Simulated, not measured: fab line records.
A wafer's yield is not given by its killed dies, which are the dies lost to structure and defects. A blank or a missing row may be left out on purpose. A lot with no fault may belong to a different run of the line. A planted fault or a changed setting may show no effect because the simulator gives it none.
The tool behind it: which one? / flow nand-harc / 36 wafers from 12 lots sampled at 2 of the route's 1302 steps

== WHAT THE GAUGES READ, wafer by wafer ==
NHARC_A_CONTACT_CD_MEAS_53.
lot=L077; measured=day 22 15:10; on=cd-sem-01; cd-nm (nm)=289.6 289.5 290.0
lot=L076; measured=day 22 19:01; on=cd-sem-02; cd-nm (nm)=289.5 289.6 289.3
lot=L079; measured=day 23 17:27; on=cd-sem-03; cd-nm (nm)=289.7 289.3 290.2
lot=L081; measured=day 24 22:59; on=cd-sem-02; cd-nm (nm)=290.1 290.0 289.7
lot=L083; measured=day 25 11:21; on=cd-sem-03; cd-nm (nm)=289.5 289.7 289.6
lot=L086; measured=day 25 17:46; on=cd-sem-02; cd-nm (nm)=287.4 287.8 288.2
lot=L087; measured=day 27 04:08; on=cd-sem-02; cd-nm (nm)=289.6 289.8 289.9
lot=L089; measured=day 27 10:49; on=cd-sem-02; cd-nm (nm)=289.0 288.6 288.6
lot=L093; measured=day 29 00:25; on=cd-sem-03; cd-nm (nm)=290.8 290.8 291.1
lot=L091; measured=day 29 11:01; on=cd-sem-01; cd-nm (nm)=289.3 288.2 288.8
lot=L095; measured=day 30 15:58; on=cd-sem-02; cd-nm (nm)=287.8 288.5 288.4
lot=L097; measured=day 30 22:51; on=cd-sem-02; cd-nm (nm)=289.3 289.2 289.8

== TOOL THAT RAN EACH LOT (tool first, then ch and the chambers of the sampled wafers, then the start) ==
lot=L077; NHARC_A_CONTACT_ETCH_50=rie-diel-08 ch 1,2, day 22 15:10 or earlier
lot=L076; NHARC_A_CONTACT_ETCH_50=rie-diel-01 ch 0,1,2, day 22 19:01 or earlier
lot=L079; NHARC_A_CONTACT_ETCH_50=rie-diel-08 ch 0,1, day 23 17:27 or earlier
lot=L081; NHARC_A_CONTACT_ETCH_50=rie-diel-01 ch 2,3, day 24 22:59 or earlier
lot=L083; NHARC_A_CONTACT_ETCH_50=rie-diel-12 ch 0,2,3, day 25 11:21 or earlier
lot=L086; NHARC_A_CONTACT_ETCH_50=rie-diel-12 ch 0,1,3, day 25 17:46 or earlier
lot=L087; NHARC_A_CONTACT_ETCH_50=rie-diel-01 ch 1,2,3, day 27 04:08 or earlier
lot=L089; NHARC_A_CONTACT_ETCH_50=rie-diel-08 ch 0,2, day 27 10:49 or earlier
lot=L093; NHARC_A_CONTACT_ETCH_50=rie-diel-01 ch 1,2, day 29 00:25 or earlier
lot=L091; NHARC_A_CONTACT_ETCH_50=rie-diel-01 ch 1,3, day 29 11:01 or earlier
lot=L095; NHARC_A_CONTACT_ETCH_50=rie-diel-08 ch 1,2, day 30 15:58 or earlier
lot=L097; NHARC_A_CONTACT_ETCH_50=rie-diel-08 ch 0,1,2, day 30 22:51 or earlier
- NHARC_A_CONTACT_ETCH_50: etches the open film in CF4/CHF3, target depth 121 nm, time 60.5 s.

== THE ANSWER, worked out from the rows above alone ==
Rule: the usual values come from the lots themselves. The widest of any qualifying gaps counts: lots, ordered by their means at a reading, are off when they make up no more than a third of the lots, leave a main group of 4 or more, and stand apart from it by 3 or more times the standard deviation of that group's means. A main group whose means are all the same, to the digits that the tables above print for the reading, isn't used. Also off: a lot with no number at a reading for which 4 or more lots have one. Any other lot the step has rows for is counted as sound.
Across all readings shown, no lot is off: no conclusion can be drawn from this.

== WHAT THE SIMULATOR HAD INSERTED ==
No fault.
